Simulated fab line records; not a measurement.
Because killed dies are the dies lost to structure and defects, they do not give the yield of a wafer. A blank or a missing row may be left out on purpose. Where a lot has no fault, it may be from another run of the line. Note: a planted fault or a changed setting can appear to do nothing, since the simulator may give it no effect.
Lot-split experiment / flow n5 finfet / 7 lots, 21 wafers read, on a route of 1938 steps

## THE SPLIT
At N5_BEOL_M8_ILD_DEP_00 (deposits SiCOH lowk from DEMS/porogen, target thk 179.75 nm, time 33.4 s), the setting time s was moved away from the recipe's 33.4 s on 5 of the 21 wafers read, by -12.8% to +14.3%. The other wafers ran this setting at the recipe's value.

## BETWEEN THE SPLIT AND THE READING: the file shows 1 step in between
- N5_BEOL_M8_CURE_74: cures SiCOH lowk, time 240 s

## THE READING
M8_ILD_THK, in nm, at N5_BEOL_M8_THK_MEAS_01. A value of 155.5 nm with a standard deviation of 1.8 nm is what fault-free wafers of this fab line usually give.

wafer=L083.1; tool, chamber at the split=pecvd-02, 1; time s as run, s=33.4; against the recipe=recipe; M8_ILD_THK, nm=157.8; against lot-mates on the recipe=-
wafer=L083.2; tool, chamber at the split=pecvd-02, 0; time s as run, s=33.4; against the recipe=recipe; M8_ILD_THK, nm=154.7; against lot-mates on the recipe=-
wafer=L083.5; tool, chamber at the split=pecvd-02, 0; time s as run, s=33.4; against the recipe=recipe; M8_ILD_THK, nm=157.5; against lot-mates on the recipe=-
wafer=L082.2; tool, chamber at the split=pecvd-03, 0; time s as run, s=29.13; against the recipe=-12.8%; M8_ILD_THK, nm=133.2; against lot-mates on the recipe=-20.0
wafer=L082.3; tool, chamber at the split=pecvd-03, 1; time s as run, s=33.4; against the recipe=recipe; M8_ILD_THK, nm=151.0; against lot-mates on the recipe=-
wafer=L082.4; tool, chamber at the split=pecvd-03, 2; time s as run, s=33.4; against the recipe=recipe; M8_ILD_THK, nm=155.3; against lot-mates on the recipe=-
wafer=L085.1; tool, chamber at the split=pecvd-02, 2; time s as run, s=38.16; against the recipe=+14.3%; M8_ILD_THK, nm=175.9; against lot-mates on the recipe=+20.8
wafer=L085.2; tool, chamber at the split=pecvd-02, 1; time s as run, s=33.4; against the recipe=recipe; M8_ILD_THK, nm=153.7; against lot-mates on the recipe=-
wafer=L085.4; tool, chamber at the split=pecvd-02, 2; time s as run, s=33.4; against the recipe=recipe; M8_ILD_THK, nm=156.6; against lot-mates on the recipe=-
wafer=L089.3; tool, chamber at the split=pecvd-01, 2; time s as run, s=33.4; against the recipe=recipe; M8_ILD_THK, nm=154.6; against lot-mates on the recipe=-
wafer=L089.4; tool, chamber at the split=pecvd-01, 1; time s as run, s=33.4; against the recipe=recipe; M8_ILD_THK, nm=156.7; against lot-mates on the recipe=-
wafer=L089.5; tool, chamber at the split=pecvd-01, 0; time s as run, s=30.55; against the recipe=-8.5%; M8_ILD_THK, nm=145.8; against lot-mates on the recipe=-9.8
wafer=L092.3; tool, chamber at the split=pecvd-01, 2; time s as run, s=33.4; against the recipe=recipe; M8_ILD_THK, nm=151.3; against lot-mates on the recipe=-
wafer=L092.4; tool, chamber at the split=pecvd-01, 1,0; time s as run, s=33.4; against the recipe=recipe; M8_ILD_THK, nm=155.6; against lot-mates on the recipe=-
wafer=L092.6; tool, chamber at the split=pecvd-01, 1,0; time s as run, s=33.4; against the recipe=recipe; M8_ILD_THK, nm=155.7; against lot-mates on the recipe=-
wafer=L094.3; tool, chamber at the split=pecvd-03, 1; time s as run, s=35.49; against the recipe=+6.3%; M8_ILD_THK, nm=166.2; against lot-mates on the recipe=+8.6
wafer=L094.4; tool, chamber at the split=pecvd-03, 2; time s as run, s=35.49; against the recipe=+6.3%; M8_ILD_THK, nm=167.2; against lot-mates on the recipe=+9.6
wafer=L094.5; tool, chamber at the split=pecvd-03, 1; time s as run, s=33.4; against the recipe=recipe; M8_ILD_THK, nm=157.6; against lot-mates on the recipe=-
wafer=L093.1; tool, chamber at the split=pecvd-03, 2,1; time s as run, s=33.4; against the recipe=recipe; M8_ILD_THK, nm=154.8; against lot-mates on the recipe=-
wafer=L093.2; tool, chamber at the split=pecvd-03, 2,1; time s as run, s=33.4; against the recipe=recipe; M8_ILD_THK, nm=154.5; against lot-mates on the recipe=-
wafer=L093.4; tool, chamber at the split=pecvd-03, 1; time s as run, s=33.4; against the recipe=recipe; M8_ILD_THK, nm=156.7; against lot-mates on the recipe=-
Rows listing several chambers each stand for several wafers; the file does not say which wafer went through which chamber.

THE FIT
A straight line over all 21 wafers: M8_ILD_THK changes by +1.54 nm for each +1% of time s; r = +0.97; the points scatter about the line by 2.2 nm.
The same after taking each lot's own level away (the mean of its wafers on the recipe; 21 wafers): +1.45 nm for each +1%; r = +0.98; scatter 1.6 nm.
According to that fit, moving time s by its largest amount changes the reading by 21 nm.
From 153.15 to 157.60 nm: that is the span of the lots' own levels, equal to 2.5 times the standard deviation above.
The two slopes agree, so the slope changes little with the lot-to-lot level.
Check: for one of the wafers moved furthest among these (+14.3%), held out of the fit, the line's prediction against its lot-mates is +20.6 nm. It came out at +20.8 nm against them.

## OTHER SPLITS ON THESE WAFERS
Note: prior to the reading, these wafers also went through further splits. Each is held against what the fit with the lots' levels taken away leaves over:
other split on the same wafers=N5_BEOL_M5_ETCH_41 source w; wafers away from the commonest value=8; r with M8_ILD_THK (lot level and that fit taken away)=+0.17
other split on the same wafers=N5_BEOL_M6_EXPOSE_25 dose mj; wafers away from the commonest value=6; r with M8_ILD_THK (lot level and that fit taken away)=+0.03
other split on the same wafers=N5_BEOL_M6_ETCH_66 source w; wafers away from the commonest value=8; r with M8_ILD_THK (lot level and that fit taken away)=-0.14
other split on the same wafers=N5_BEOL_M7_ILD_DEP_00 time s; wafers away from the commonest value=9; r with M8_ILD_THK (lot level and that fit taken away)=-0.42

## THE WHOLE CHAIN: every reading that the file lists as answering this split, in the file's order
step=N5_BEOL_M8_ILD_DEP_00; what it does=deposits SiCOH lowk from DEMS/porogen, target thk 179.75 nm, time 33.4 s; reading=SiCOH_lowk_of_BEOL_M8_ILD_DEP_00.thk nm (the simulator's own value, which no gauge read); change (the file's fit)=+1.66 nm for each +1% of the setting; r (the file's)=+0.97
step=N5_BEOL_M8_CURE_74; what it does=cures SiCOH lowk, time 240 s; reading=SiCOH_lowk_of_BEOL_M8_ILD_DEP_00.thk nm (the simulator's own value, which no gauge read); change (the file's fit)=+1.44 nm for each +1% of the setting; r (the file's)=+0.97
step=N5_BEOL_M8_THK_MEAS_01; what it does=; reading=M8_ILD_THK; change (the file's fit)=+1.45 for each +1% of the setting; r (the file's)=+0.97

## THE FILE'S OWN FIT
M8_ILD_THK changes by +1.45 nm for each +1% of time s, r = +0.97.
